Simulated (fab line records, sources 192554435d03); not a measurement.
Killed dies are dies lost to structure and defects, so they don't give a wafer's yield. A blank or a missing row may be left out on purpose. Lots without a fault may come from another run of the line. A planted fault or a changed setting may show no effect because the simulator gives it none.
Chamber matching | flow n5_finfet | N5_BEOL_M15_DESCUM_33 on rie_diel-03: 4 sister chambers
The step chemistry O2, time 7.9 s. 18 wafers are shown with their chamber, then 8 later ones without.

WAFERS WITH THEIR CHAMBER
wafer  | chamber | drypump_motor_current_A (A) | showerhead_plenum_p_Torr (Torr) | throttle_valve_pct (%)
L076.1 | 1       | 6.1                         | 2.09                            | 20.51
L076.2 | 3       | 5.7                         | 2.06                            | 20.47
L076.4 | 2       | 6.1                         | 2.16                            | 20.79
L082.2 | 3       | 5.6                         | 2.06                            | 20.48
L082.4 | 1       | 6.1                         | 2.08                            | 20.54
L082.5 | 3       | 5.6                         | 2.06                            | 20.49
L084.1 | 0       | 5.9                         | 2.13                            | 20.74
L084.5 | 3       | 5.6                         | 2.05                            | 20.49
L084.6 | 0       | 5.9                         | 2.13                            | 20.76
L085.2 | 2       | 6.1                         | 2.15                            | 20.47
L085.3 | 3       | 5.6                         | 2.05                            | 20.50
L085.4 | 1       | 6.1                         | 2.08                            | 20.56
L089.1 | 2       | 6.2                         | 2.15                            | 20.47
L089.4 | 0       | 5.9                         | 2.12                            | 20.77
L089.5 | 3       | 5.6                         | 2.05                            | 20.49
L087.1 | 1       | 6.1                         | 2.08                            | 20.56
L087.5 | 1       | 6.1                         | 2.08                            | 20.57
L087.6 | 0       | 5.9                         | 2.12                            | 20.77

SIGNATURES (means of the wafers above)
reading                  | chamber 0 | chamber 1 | chamber 2 | chamber 3 | scatter within a chamber
drypump_motor_current_A  | 5.900     | 6.100     | 6.133     | 5.617     | 0.0327
showerhead_plenum_p_Torr | 2.1250    | 2.0820    | 2.1533    | 2.0550    | 0.00532
throttle_valve_pct       | 20.7600   | 20.5480   | 20.5767   | 20.4867   | 0.0716
Rule: a wafer's distance from a chamber is the root of the sum, over the readings, of the square of ((its reading less the chamber's mean) divided by the reading's scatter). The wafer belongs to the nearest chamber; if the next one is less than 2 further off, it can't be placed. The scatter: the root of (the sum of the squares of (reading less its chamber's mean) over the shown wafers, divided by (wafers less chambers)).

WAFERS WITHOUT THEIR CHAMBER
wafer  | drypump_motor_current_A (A) | showerhead_plenum_p_Torr (Torr) | throttle_valve_pct (%)
L094.2 | 5.6                         | 2.05                            | 20.53
L094.3 | 6.1                         | 2.15                            | 20.49
L094.5 | 5.9                         | 2.12                            | 20.78
L096.2 | 6.1                         | 2.15                            | 20.48
L096.4 | 6.1                         | 2.07                            | 20.57
L096.5 | 5.9                         | 2.12                            | 20.79
L091.3 | 5.6                         | 2.04                            | 20.54
L091.5 | 6.1                         | 2.07                            | 20.60

WHICH CHAMBER EACH WENT THROUGH
wafer  | from the rows above | in truth
L094.2 | 3                   | 3
L094.3 | 2                   | 2
L094.5 | 0                   | 0
L096.2 | 2                   | 2
L096.4 | 1                   | 1
L096.5 | 0                   | 0
L091.3 | 3                   | 3
L091.5 | 1                   | 1
Placed correctly: 8 of 8. Can't be placed from these rows: 0. Placed wrongly: 0.
